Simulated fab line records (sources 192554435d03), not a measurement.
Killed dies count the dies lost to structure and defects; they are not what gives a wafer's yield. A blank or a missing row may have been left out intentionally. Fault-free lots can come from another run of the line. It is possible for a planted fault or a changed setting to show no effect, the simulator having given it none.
Matching of chambers :: flow n5_finfet :: rie_diel-04 running N5_WELL_APT_DESCUM_13: 4 sister chambers
The step chemistry O2, time 7.9 s. 14 wafers are shown with their chamber, then 7 later ones without.

## WAFERS, EACH WITH ITS CHAMBER
wafer: L928.1
chamber: 0
drypump_motor_current_A (A): 5.9
oes_product_au (a.u.): 0.69
showerhead_plenum_p_Torr (Torr): 2.06

wafer: L928.2
chamber: 1
drypump_motor_current_A (A): 5.9
oes_product_au (a.u.): 0.97
showerhead_plenum_p_Torr (Torr): 2.05

wafer: L928.6
chamber: 2
drypump_motor_current_A (A): 6.4
oes_product_au (a.u.): 0.76
showerhead_plenum_p_Torr (Torr): 2.08

wafer: L930.1
chamber: 1
drypump_motor_current_A (A): 5.9
oes_product_au (a.u.): 0.98
showerhead_plenum_p_Torr (Torr): 2.05

wafer: L930.4
chamber: 3
drypump_motor_current_A (A): 5.3
oes_product_au (a.u.): 0.70
showerhead_plenum_p_Torr (Torr): 2.07

wafer: L930.6
chamber: 1
drypump_motor_current_A (A): 5.9
oes_product_au (a.u.): 0.97
showerhead_plenum_p_Torr (Torr): 2.05

wafer: L932.3
chamber: 3
drypump_motor_current_A (A): 5.3
oes_product_au (a.u.): 0.69
showerhead_plenum_p_Torr (Torr): 2.07

wafer: L932.5
chamber: 1
drypump_motor_current_A (A): 5.9
oes_product_au (a.u.): 0.96
showerhead_plenum_p_Torr (Torr): 2.05

wafer: L932.6
chamber: 0
drypump_motor_current_A (A): 5.9
oes_product_au (a.u.): 0.68
showerhead_plenum_p_Torr (Torr): 2.06

wafer: L937.3
chamber: 1
drypump_motor_current_A (A): 5.9
oes_product_au (a.u.): 0.93
showerhead_plenum_p_Torr (Torr): 2.05

wafer: L937.5
chamber: 3
drypump_motor_current_A (A): 5.3
oes_product_au (a.u.): 0.69
showerhead_plenum_p_Torr (Torr): 2.07

wafer: L937.6
chamber: 1
drypump_motor_current_A (A): 5.9
oes_product_au (a.u.): 0.92
showerhead_plenum_p_Torr (Torr): 2.05

wafer: L941.2
chamber: 3
drypump_motor_current_A (A): 5.3
oes_product_au (a.u.): 0.68
showerhead_plenum_p_Torr (Torr): 2.06

wafer: L941.3
chamber: 2
drypump_motor_current_A (A): 6.5
oes_product_au (a.u.): 0.75
showerhead_plenum_p_Torr (Torr): 2.07

SIGNATURES (averages over the wafers above)
reading: drypump_motor_current_A
chamber 0: 5.900
chamber 1: 5.900
chamber 2: 6.450
chamber 3: 5.300
scatter within a chamber: 0.0224

reading: oes_product_au
chamber 0: 0.6850
chamber 1: 0.9550
chamber 2: 0.7550
chamber 3: 0.6900
scatter within a chamber: 0.018

reading: showerhead_plenum_p_Torr
chamber 0: 2.0600
chamber 1: 2.0500
chamber 2: 2.0750
chamber 3: 2.0675
scatter within a chamber: 0.00354
Rule: for each reading, subtract the chamber's mean from the wafer's reading, divide by that reading's scatter and square the result; add these up over the readings and take the root, which gives the wafer's distance from the chamber. The wafer belongs to the nearest chamber; if the next one is less than 2 further off, it can't be placed. How the scatter is found: for the shown wafers, subtract from each reading the mean of its chamber, square and add these, divide the total by (wafers less chambers), then take the root.

## WAFERS WITH NO CHAMBER GIVEN
wafer: L941.6
drypump_motor_current_A (A): 5.3
oes_product_au (a.u.): 0.68
showerhead_plenum_p_Torr (Torr): 2.06

wafer: L942.2
drypump_motor_current_A (A): 5.9
oes_product_au (a.u.): 0.92
showerhead_plenum_p_Torr (Torr): 2.05

wafer: L942.3
drypump_motor_current_A (A): 5.9
oes_product_au (a.u.): 0.67
showerhead_plenum_p_Torr (Torr): 2.05

wafer: L942.4
drypump_motor_current_A (A): 5.3
oes_product_au (a.u.): 0.68
showerhead_plenum_p_Torr (Torr): 2.06

wafer: L946.1
drypump_motor_current_A (A): 5.9
oes_product_au (a.u.): 0.90
showerhead_plenum_p_Torr (Torr): 2.05

wafer: L946.2
drypump_motor_current_A (A): 6.5
oes_product_au (a.u.): 0.73
showerhead_plenum_p_Torr (Torr): 2.07

wafer: L946.3
drypump_motor_current_A (A): 5.3
oes_product_au (a.u.): 0.68
showerhead_plenum_p_Torr (Torr): 2.06

## CHAMBER TAKEN BY EACH
wafer: L941.6
from the rows above: 3
in truth: 3

wafer: L942.2
from the rows above: 1
in truth: 1

wafer: L942.3
from the rows above: 0
in truth: 0

wafer: L942.4
from the rows above: 3
in truth: 3

wafer: L946.1
from the rows above: 1
in truth: 1

wafer: L946.2
from the rows above: 2
in truth: 2

wafer: L946.3
from the rows above: 3
in truth: 3
Correct placement for 7 of the 7. Left unplaced by these rows: 0. Number placed wrongly: 0.
